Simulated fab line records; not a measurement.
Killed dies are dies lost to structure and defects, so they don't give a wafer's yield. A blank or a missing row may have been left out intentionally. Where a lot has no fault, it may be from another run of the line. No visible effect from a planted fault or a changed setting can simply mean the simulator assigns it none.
2 desks, one fault    flow n5 finfet    each desk has only its own numbers; what lay behind them comes last

THE METROLOGY DESK
Means of the sampled wafers that have a number, per lot and without regard to the tool the lot ran on: this is what the gauges read. Marked OUT: a lot whose mean sits more than 4 standard deviations from the usual mean, which makes it out of limits; the brackets give that distance. Only the readings that lie furthest out on some lot appear, 7 of the 11 it has.
Columns: A = cd nm at N5_FIN_SAQP_CD_MEAS_31, usual 8.13 nm; B = DIBL_N at N5_BEOL_M4_RC_MEAS_101, usual 36.0 mV/V; C = ION_N at N5_BEOL_M4_RC_MEAS_101, usual 671 uA/um; D = ION_P at N5_BEOL_M4_RC_MEAS_101, usual 461 uA/um; E = SS_N at N5_BEOL_M4_RC_MEAS_101, usual 71.5 mV/dec; F = VT_N at N5_BEOL_M4_RC_MEAS_101, usual 251 mV; G = VT_P at N5_BEOL_M4_RC_MEAS_101, usual -250 mV
lot   first seen here  A     B     C    D    E     F    G
L887  day 2 01:25      8.31  35.1  664  464  71.3  252  -246
L888  day 2 08:06      7.96  33.9  655  449  71.9  254  -253
L889  day 2 13:50      8.39  37.0  677  461  72.1  248  -247
L893  day 3 13:28      8.03  35.3  667  461  71.2  254  -252
L896  day 4 08:42      7.84  35.3  676  468  71.6  249  -249
L899  day 5 04:25      8.28  39.2  680  468  72.0  247  -248
L900  day 5 09:46      8.29  36.2  672  461  71.9  252  -248
L903  day 6 03:53      7.98  36.9  684  457  71.7  247  -252
L904  day 6 08:45      8.00  38.0  670  460  71.8  250  -251
This desk's verdict: no lot among the 9 shows anything out of limits.

TOOL OWNER'S DESK, euv scanner-01
The tool's own readings at N5_FIN_CUT_EXPOSE_05 (exposes mask FIN CUT): means of the sampled wafers that have a number, for each lot that ran on this tool. Marked OUT: a lot whose mean sits more than 4 standard deviations from the usual mean, which makes it out of limits; the brackets give that distance.
Columns: A = exposure dose mJ cm2 at N5_FIN_CUT_EXPOSE_05, usual 45.69; B = reticle temp C at N5_FIN_CUT_EXPOSE_05, usual 23.00 C; C = stage msd nm at N5_FIN_CUT_EXPOSE_05, usual 0.85 nm
lot   first seen here  A                B      C
L887  day 2 02:10      45.68            23.01  0.81
L889  day 2 14:43      45.66            22.97  0.81
L893  day 3 14:13      45.04 (-14) OUT  22.94  0.81
L896  day 4 09:35      45.14 (-12) OUT  23.04  0.81
This desk finds L893, L896 out of limits, L893 being first, at day 3 14:13 (exposure dose mJ cm2 at N5_FIN_CUT_EXPOSE_05). In limits: L887, L889.

ALL TOGETHER
On L893, L896, at day 3 14:13, an alarm was possible from the tool owner's desk.
At the metrology desk, nothing out of limits was observed.
The metrology desk has L893, L896 on record, within its limits.
All the named lots went through N5_FIN_CUT_EXPOSE_05 on euv scanner-01.

WHAT WAS PUT IN BY THE SIMULATOR
Drift in process parameters on euv scanner-01 at N5_FIN_CUT_EXPOSE_05, starting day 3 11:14. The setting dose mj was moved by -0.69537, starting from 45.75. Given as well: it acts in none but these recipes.
Struck lots among those shown: L893, L896.
Time in hours from fault onset to the first out-of-limits reading at each desk: the tool owner's desk, 3.
